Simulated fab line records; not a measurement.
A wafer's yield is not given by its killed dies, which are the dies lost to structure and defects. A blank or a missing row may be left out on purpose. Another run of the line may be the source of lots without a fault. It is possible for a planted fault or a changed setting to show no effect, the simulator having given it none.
fab line records | flow nandHarc
record lots=12 wafers=36 lastDay=34
route steps=1302 shown A_ONON_D1@443 A_CHANNEL_HOLE_D1@459 END@1302
lots that met no fault: from a run of the same line without faults
startH: start of the lot's first displayed wafer, in hours after the record's first day | waitH: time in hours since the lot's previous step | " unchanged from the row above | L1.1+2: a single row standing in for several wafers | - no value present, or no start provided | * or withheld: withheld | < > ~ a bound
route shown NAME@n: a module of which the file shows steps, and the number in the route of the first | usual: mean/standard deviation taken from wafers without a fault | same: alike in all rows | chamber/n: place in a boat | sites: per-site readings | _std_site: the standard deviation of these | _edge_site: outer sites' mean less inner sites' | radiusMm: for every site, how far away it sits from the centre of the wafer | mask NAME#n: copy n | behind: the tool/chamber that last shaped the wafer | hold: why the lot went on hold/how many hours it stayed there/how the hold came to an end | device: names the non-switching transistor (n, p or np) | end of line: the same wafers' tests at the end of the route | step lacking rows: just its recipe | killed: count of dies lost to structure and defects at first sort (not the wafer's yield) | map: a wafer's dies, marking killed ones x, the rest . and places with no die _
set.NAME: the setting that was run; set.NAME@STEP: the one run at that earlier step | model.NAME: the simulator's own value behind a step, which no gauge read
steps of the route over a sample of lots; a table a step, a row a wafer
services: the hour from which a tool's chamber was out of use, counted from the record's first day as startH (under 0 if before that day), plus the number of hours and why
## steps
# step NHARC_A_ONON_D1_THK_MEAS_27
# recipe thkMeasGauge=ellipsometry
# usual thkNm=1001/9.9
# columns lot.wafer tool chamber startH waitH thkNm
L967.2 filmMetro-01 - 171.45 - 995
L967.4 " - " " 995
L967.5 " - " " 996
L970.1 filmMetro-01 - 204.40 - 1001
L970.4 " - " " 1003
L970.6 " - " " 1004
L972.4 filmMetro-02 - 221.08 - 993
L972.5 " - " " 994
L972.6 " - " " 993
L973.2 filmMetro-02 - 238.71 - 1003
L973.4 " - " " 1002
L973.5 " - " " 1003
L975.1 filmMetro-02 - 254.80 - 1004
L975.3 " - " " 1004
L975.4 " - " " 1003
L976.2 filmMetro-02 - 268.26 - 1008
L976.3 " - " " 1006
L976.4 " - " " 1008
L978.1 filmMetro-01 - 279.70 - 1011
L978.2 " - " " 1013
L978.6 " - " " 1012
L980.2 filmMetro-01 - 303.01 - 1015
L980.4 " - " " 1015
L980.6 " - " " 1015
L981.2 filmMetro-01 - 316.10 - 980
L981.3 " - " " 982
L981.4 " - " " 981
L983.4 filmMetro-02 - 341.74 - 1006
L983.5 " - " " 1004
L983.6 " - " " 1005
L989.2 filmMetro-01 - 393.52 - 999
L989.4 " - " " 996
L989.5 " - " " 1000
L990.1 filmMetro-01 - 409.64 - 996
L990.2 " - " " 996
L990.5 " - " " 997
# step NHARC_A_CHANNEL_HOLE_D1_EXPOSE_07
# recipe na=1.35 targetCdNm=100 sigmaOuter=0.3 doseMj=59.65 maskId=HOLE_D1
# usual focusOffsetNm=0.0/0.51
# same na=1.35 sigmaOuter=0.3
# columns lot.wafer tool chamber startH waitH mask focusOffsetNm
L967.2 arfiScanner-02 0 176.76 - HOLE_D1#0 0.2
L967.4 " 0 " " HOLE_D1#0 0.1
L967.5 " 0 " " HOLE_D1#0 -0.1
L970.1 arfiScanner-02 0 208.09 - HOLE_D1#0 0.7
L970.4 " 0 " " HOLE_D1#0 -0.5
L970.6 " 0 " " HOLE_D1#0 -0.1
L972.4 arfiScanner-01 0 224.74 - HOLE_D1#0 -0.1
L972.5 " 0 " " HOLE_D1#0 -0.7
L972.6 " 0 " " HOLE_D1#0 0.4
L973.2 arfiScanner-01 0 244.00 - HOLE_D1#0 0.2
L973.4 " 0 " " HOLE_D1#0 0.1
L973.5 " 0 " " HOLE_D1#0 -0.1
L975.1 arfiScanner-03 0 260.46 - HOLE_D1#0 0.3
L975.3 " 0 " " HOLE_D1#0 -0.4
L975.4 " 0 " " HOLE_D1#0 -0.1
L976.2 arfiScanner-01 0 272.79 - HOLE_D1#0 0.6
L976.3 " 0 " " HOLE_D1#0 0.9
L976.4 " 0 " " HOLE_D1#0 -0.6
L978.1 arfiScanner-03 0 283.24 - HOLE_D1#0 0.1
L978.2 " 0 " " HOLE_D1#0 0.1
L978.6 " 0 " " HOLE_D1#0 -0.6
L980.2 arfiScanner-02 0 309.36 - HOLE_D1#0 -0.4
L980.4 " 0 " " HOLE_D1#0 -0.5
L980.6 " 0 " " HOLE_D1#0 0.5
L981.2 arfiScanner-02 0 319.69 - HOLE_D1#0 0.2
L981.3 " 0 " " HOLE_D1#0 -0.2
L981.4 " 0 " " HOLE_D1#0 -0.7
L983.4 arfiScanner-02 0 345.39 - HOLE_D1#0 0.7
L983.5 " 0 " " HOLE_D1#0 0.9
L983.6 " 0 " " HOLE_D1#0 0.7
L989.2 arfiScanner-01 0 397.06 - HOLE_D1#0 0.3
L989.4 " 0 " " HOLE_D1#0 -0.3
L989.5 " 0 " " HOLE_D1#0 -0.7
L990.1 arfiScanner-01 0 414.37 - HOLE_D1#0 0.0
L990.2 " 0 " " HOLE_D1#0 0.6
L990.5 " 0 " " HOLE_D1#0 1.6
# step NHARC_A_CHANNEL_HOLE_D1_CD_MEAS_10
# recipe targetCdNm=100 landingEnergyEv=500
# usual cdNm=100.2/0.48
# columns lot.wafer tool chamber startH waitH cdNm
L967.2 cdSem-03 0 176.90 - 100.3
L967.4 " 0 " " 100.2
L967.5 " 0 " " 100.3
L970.1 cdSem-03 0 208.23 - 99.9
L970.4 " 0 " " 100.1
L970.6 " 0 " " 99.8
L972.4 cdSem-02 0 224.87 - 99.1
L972.5 " 0 " " 99.1
L972.6 " 0 " " 99.3
L973.2 cdSem-02 0 244.13 - 100.3
L973.4 " 0 " " 100.7
L973.5 " 0 " " 100.2
L975.1 cdSem-03 0 260.60 - 99.5
L975.3 " 0 " " 99.9
L975.4 " 0 " " 99.4
L976.2 cdSem-02 0 272.93 - 100.5
L976.3 " 0 " " 100.6
L976.4 " 0 " " 100.6
L978.1 cdSem-02 0 283.38 - 100.5
L978.2 " 0 " " 100.5
L978.6 " 0 " " 101.0
L980.2 cdSem-02 0 309.50 - 100.1
L980.4 " 0 " " 99.3
L980.6 " 0 " " 99.9
L981.2 cdSem-02 0 319.83 - 99.7
L981.3 " 0 " " 100.7
L981.4 " 0 " " 100.4
L983.4 cdSem-03 0 345.52 - 100.0
L983.5 " 0 " " 99.8
L983.6 " 0 " " 102.4
L989.2 cdSem-02 0 397.20 - 99.7
L989.4 " 0 " " 100.1
L989.5 " 0 " " 99.2
L990.1 cdSem-02 0 414.51 - 100.9
L990.2 " 0 " " 100.2
L990.5 " 0 " " 100.3
# step NHARC_A_CHANNEL_HOLE_D1_ETCH_34
# recipe targetDepthA=1540 timeS=77 cf4FlowSccm=100 chf3FlowSccm=30 arFlowSccm=0 rfW=500 biasW=200 chemistry=CF4/CHF3
# usual drypumpMotorCurrentA=5.8/0.32 mfcArSccm=0.009/0.012 oesProductAu=0.941/0.022 rfVppV=370.6/1.9 showerheadPlenumPTorr=1.57/0.05 throttleValvePct=16.803/0.0091
# columns lot.wafer tool chamber startH waitH drypumpMotorCurrentA mfcArSccm oesProductAu rfHoursCounterH rfVppV showerheadPlenumPTorr throttleValvePct
L967.4 rieDiel-05 2 - - 5.8 0.006 0.931 32 371.1 1.55 16.812
L967.2 " 3 " " 5.2 0 0.928 38 372.1 1.60 16.794
L967.5 " 1 " " 6.2 0.015 0.917 - 372.8 1.65 16.805
L970.1 rieDiel-13 3 - - 5.7 0.034 0.958 4 369.9 1.56 16.815
L970.4 " 3 " " 5.7 0.034 0.958 - 370.2 1.56 16.786
L970.6 " 1 " " 5.6 0 0.969 - 370.3 1.52 16.806
L972.4 rieDiel-05 2 - - 5.8 0.006 0.927 51 370.5 1.54 16.798
L972.5 " 2 " " 5.8 0.006 0.934 - 369.5 1.54 16.808
L972.6 " 3 " " 5.2 0 0.931 - 370.9 1.60 16.802
L973.4 rieDiel-13 3 - - 5.6 0.034 0.902 7 370.9 1.56 16.794
L973.2 " 0 " " 5.9 0 0.911 3 372.7 1.62 16.797
L973.5 " 1 " " 5.6 0 0.913 - 369.2 1.52 16.785
L975.1 rieDiel-13 3 - - 5.6 0.034 0.960 9 369.8 1.56 16.796
L975.4 " 0 " " 6.0 0 0.976 5 373.5 1.62 16.816
L975.3 " 2 " " 5.8 0.010 0.976 10 372.2 1.62 16.814
L976.2 rieDiel-13 0 - - 6.0 0 0.906 6 370.7 1.62 16.806
L976.4 " 1 " " 5.6 0 0.909 10 370.3 1.52 16.807
L976.3 " 3 " " 5.7 0.034 0.912 10 370.2 1.56 16.795
L978.2 rieDiel-05 3 - - 5.2 0 0.950 7 372.2 1.59 16.813
L978.1 " 0 " " 6.7 0 0.961 7 366.9 1.48 16.814
L978.6 " 3 " " 5.2 0 0.944 - 371.2 1.59 16.803
L980.4 rieDiel-13 1 - - 5.6 0 0.929 13 367.4 1.52 16.799
L980.2 " 0 " " 6.0 0 0.922 10 372.9 1.61 16.816
L980.6 " 2 " " 5.8 0.010 0.922 - 371.9 1.62 16.792
L981.2 rieDiel-13 2 - - 5.8 0.010 0.922 14 373.7 1.62 16.810
L981.3 " 3 " " 5.7 0.034 0.930 14 370.1 1.56 16.795
L981.4 " 0 " " 5.9 0 0.914 - 372.5 1.61 16.800
L983.4 rieDiel-05 3 - - 5.2 0 0.977 22 370.6 1.59 16.820
L983.5 " 2 " " 5.8 0.006 0.962 - 367.8 1.54 16.798
L983.6 " 3 " " 5.2 0 0.981 - 371.7 1.59 16.792
L989.2 rieDiel-05 1 - - 6.2 0.015 0.919 49 371.5 1.63 16.797
L989.4 " 3 " " 5.2 0 0.918 40 371.2 1.59 16.802
L989.5 " 0 " " 6.8 0 0.933 - 365.6 1.47 16.809
L990.1 rieDiel-13 3 - - 5.6 0.034 0.919 5 369.7 1.55 16.786
L990.2 " 0 " " 6.0 0 0.931 5 373.3 1.61 16.799
L990.5 " 0 " " 6.0 0 0.933 - 371.5 1.61 16.822
# step NHARC_A_CHANNEL_HOLE_D1_CD_MEAS_18
# usual cdNm=99.1/2
# columns lot.wafer tool chamber startH waitH cdNm
L967.2 cdSem-03 - 178.29 - 99.5
L967.4 " - " " 100.2
L967.5 " - " " 99.6
L970.1 cdSem-01 - 209.99 - 99.2
L970.4 " - " " 102.0
L970.6 " - " " 98.5
L972.4 cdSem-02 - 226.35 - 100.5
L972.5 " - " " 96.0
L972.6 " - " " 100.8
L973.2 cdSem-02 - 245.42 - 98.0
L973.4 " - " " 99.7
L973.5 " - " " 103.4
L975.1 cdSem-02 - 261.90 - 97.3
L975.3 " - " " 96.9
L975.4 " - " " 104.3
L976.2 cdSem-01 - 274.23 - 99.0
L976.3 " - " " 98.6
L976.4 " - " " 98.9
L978.1 cdSem-03 - 284.77 - 99.3
L978.2 " - " " 99.2
L978.6 " - " " 99.7
L980.2 cdSem-01 - 310.79 - 96.6
L980.4 " - " " 101.2
L980.6 " - " " 101.8
L981.2 cdSem-03 - 321.81 - 99.9
L981.3 " - " " 100.2
L981.4 " - " " 96.1
L983.4 cdSem-03 - 346.82 - 101.9
L983.5 " - " " 101.2
L983.6 " - " " 104.7
L989.2 cdSem-02 - 398.55 - 98.3
L989.4 " - " " 100.5
L989.5 " - " " 96.4
L990.1 cdSem-03 - 415.80 - 98.5
L990.2 " - " " 96.0
L990.5 " - " " 99.7
# step NHARC_END_SORT_01
# recipe tempC=25
# usual killedAtArray=51/17 killedAtOther=1.0/1.2 killedAtPeriphery=3.4/2.5 killedDies=56/17 killedOpen=3.3/2.1 killedShort=2.6/1.6
# same grossDies=677
# columns lot.wafer tool chamber startH waitH killedAtArray killedAtOther killedAtPeriphery killedDies killedOpen killedShort
L978.1 prober-02 0 677.80 2.5 28 3 0 31 1 2
L978.2 prober-02 0 678.60 2.8 31 2 3 36 4 3
L978.6 prober-02 0 681.81 4.0 21 4 2 27 2 3
L980.4 prober-02 0 704.53 3.4 70 1 3 74 2 4
L981.2 prober-02 0 710.76 2.8 49 0 3 52 2 3
L981.3 prober-02 0 711.56 3.1 72 0 5 77 2 1
# killed by level:class
L978.1 A_CHANNEL_HOLE_D1:chamberFilmFlake=6 A_CONTACT:chamberFilmFlake=4 A_M0:chamberFilmFlake=3 A_BONDPAD:chamberFilmFlake=3 THIN_TSV:chamberFilmFlake=3 A_CHANNEL_FILL_D2:chamberFilmFlake=2 A_SLIT:chamberFilmFlake=2 A_WL_FILL:chamberFilmFlake=2
L978.2 A_CHANNEL_HOLE_D1:chamberFilmFlake=6 A_CHANNEL_FILL_D2:chamberFilmFlake=6 A_CONTACT:chamberFilmFlake=4 A_M0:chamberFilmFlake=3 A_SLIT:chamberFilmFlake=2 A_BONDPAD:chamberFilmFlake=2 THIN_TSV:chamberFilmFlake=2 P_M2:geometricParticle:open=1
L978.6 A_CHANNEL_HOLE_D1:chamberFilmFlake=4 THIN_TSV:chamberFilmFlake=4 A_STAIRCASE:chamberFilmFlake=2 A_WL_FILL:chamberFilmFlake=2 A_CONTACT:chamberFilmFlake=2 A_M0:chamberFilmFlake=2 A_BONDPAD:chamberFilmFlake=2 P_BONDPAD:geometricParticle:short=1
L980.4 A_CHANNEL_HOLE_D1:chamberFilmFlake=34 A_CHANNEL_HOLE_D2:chamberFilmFlake=23 A_CONTACT:chamberFilmFlake=7 A_CHANNEL_FILL_D1:geometricParticle:short=2 P_ZERO_WELL:chamberFilmFlake=2 P_M1:geometricParticle:open=1 A_DECK1_JOINT:geometricParticle:short=1 A_CHANNEL_FILL_D2:geometricParticle:open=1
L981.2 A_CHANNEL_HOLE_D2:chamberFilmFlake=22 A_CHANNEL_HOLE_D1:chamberFilmFlake=10 A_CHANNEL_FILL_D2:chamberFilmFlake=3 A_CONTACT:chamberFilmFlake=3 A_STAIRCASE:chamberFilmFlake=2 A_CHANNEL_FILL_D1:chamberFilmFlake=2 A_BLC:chamberFilmFlake=2 P_GATE:geometricParticle:open=1
L981.3 A_CHANNEL_HOLE_D1:chamberFilmFlake=34 A_CHANNEL_HOLE_D2:chamberFilmFlake=20 A_STAIRCASE:chamberFilmFlake=4 A_M1:chamberFilmFlake=4 P_GATE:chamberFilmFlake=3 A_CONTACT:chamberFilmFlake=3 P_BONDPAD:chamberFilmFlake=2 A_BLC:chamberFilmFlake=2
## services
# columns tool chamber startH hours kind
rieDiel-05 2 161.92 3.4 repair
rieDiel-13 - 165.00 9.0 pm
rieDiel-13 0 165.00 9.0 ventCycle
rieDiel-13 1 165.00 9.0 ventCycle
rieDiel-13 2 165.00 9.0 ventCycle
rieDiel-13 3 165.00 9.0 ventCycle
arfiScanner-03 - 170.99 0.2 repair
rieDiel-13 0 174.00 - clean
rieDiel-13 1 174.00 - clean
arfiScanner-02 - 178.71 0.4 repair
arfiScanner-03 - 196.00 4.0 pm
rieDiel-13 0 204.94 32.9 repair
arfiScanner-02 - 208.78 6.7 repair
rieDiel-05 - 229.85 9.0 pm
rieDiel-05 - 243.11 18.7 repair
arfiScanner-01 - 258.08 4.0 pm
arfiScanner-02 - 264.85 1.0 repair
rieDiel-13 1 280.76 4.2 repair
arfiScanner-02 - 312.00 4.0 pm
rieDiel-13 - 314.57 3.4 repair
rieDiel-13 1 318.52 8.0 repair
rieDiel-13 - 342.00 9.0 pm
arfiScanner-03 - 368.00 4.0 pm
rieDiel-05 - 406.98 9.0 pm
## key
firstSign step=NHARC_A_CHANNEL_HOLE_D1_CD_MEAS_10 reading=cdNm direction=up sigmas=4.5 usual=100.2 struck=102.4
effect none on later readings
metAt NHARC_A_CHANNEL_HOLE_D1_EXPOSE_07
struckLots L983
struckWafers L983.6
testerLeftOut L983
notActingAt NHARC_A_ONON_D1_THK_MEAS_27,NHARC_A_CHANNEL_HOLE_D1_ETCH_34,NHARC_A_CHANNEL_HOLE_D1_CD_MEAS_18
onsetBetween 319.69 345.39
fault kind=processParameterDrift tool=arfiScanner-02 chamber=- onsetH=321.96 steps=NHARC_A_CHANNEL_HOLE_D1_EXPOSE_07 channel=focusNm offset=53.473 shape=step endH=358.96 scope=struckWafersOnly
# testerLeftOut: of these lots the tester's yield and bins aren't shown, on N5 and GAA mostly nor the transistor test; their killed dies are dies lost to structure and defects alone, not to doping, threshold or leakage, so they don't give the yield
